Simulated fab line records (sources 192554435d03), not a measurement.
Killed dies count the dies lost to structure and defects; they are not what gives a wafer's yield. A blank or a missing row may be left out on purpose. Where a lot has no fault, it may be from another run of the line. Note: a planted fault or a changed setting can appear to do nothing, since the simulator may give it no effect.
Chamber matching ; flow n5 finfet ; N5_BEOL_M0_SAQP_PECVD_00 on pecvd-03: 3 sister chambers
The step deposits SiCN from 3MS/NH3, target thk 8 nm, time 14 s. 3 wafers are shown with their chamber, then 8 later ones without.

== WAFERS PAIRED WITH THEIR CHAMBERS ==
wafer;chamber;showerhead plenum p Torr (Torr)
L085.2;1;3.690
L085.5;2;3.665
L091.2;0;3.654

== WAFERS MISSING THEIR CHAMBER ==
wafer;showerhead plenum p Torr (Torr)
L091.4;3.658
L091.5;3.671
L092.1;3.680
L092.4;3.680
L092.6;3.660
L093.1;3.650
L093.3;3.680
L093.5;3.687

== EACH ONE'S CHAMBER ==
wafer;from the rows above;in truth
L091.4;can't be placed: 0 or 2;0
L091.5;can't be placed: 2 or 0 or 1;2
L092.1;can't be placed: 1 or 2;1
L092.4;can't be placed: 1 or 2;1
L092.6;can't be placed: 2 or 0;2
L093.1;can't be placed: 0 or 2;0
L093.3;can't be placed: 1 or 2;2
L093.5;1;1
1 of 8 placed correctly. Not placeable from these rows: 7 (in 7, the candidates include the true chamber). 0 placed wrongly.
How it was worked out, from the rows above alone: a wafer's distance from a chamber is the root of the sum, over the readings, of the square of ((its reading less the chamber's mean) divided by the reading's scatter). If the next closest chamber is less than 2 further off than the closest, the wafer can't be placed; otherwise it belongs to the closest. The mean given for a chamber averages the wafers shown for that chamber. The scatter: root of mean squared gap, hidden wafer to nearest shown wafer, with one shown wafer a chamber.
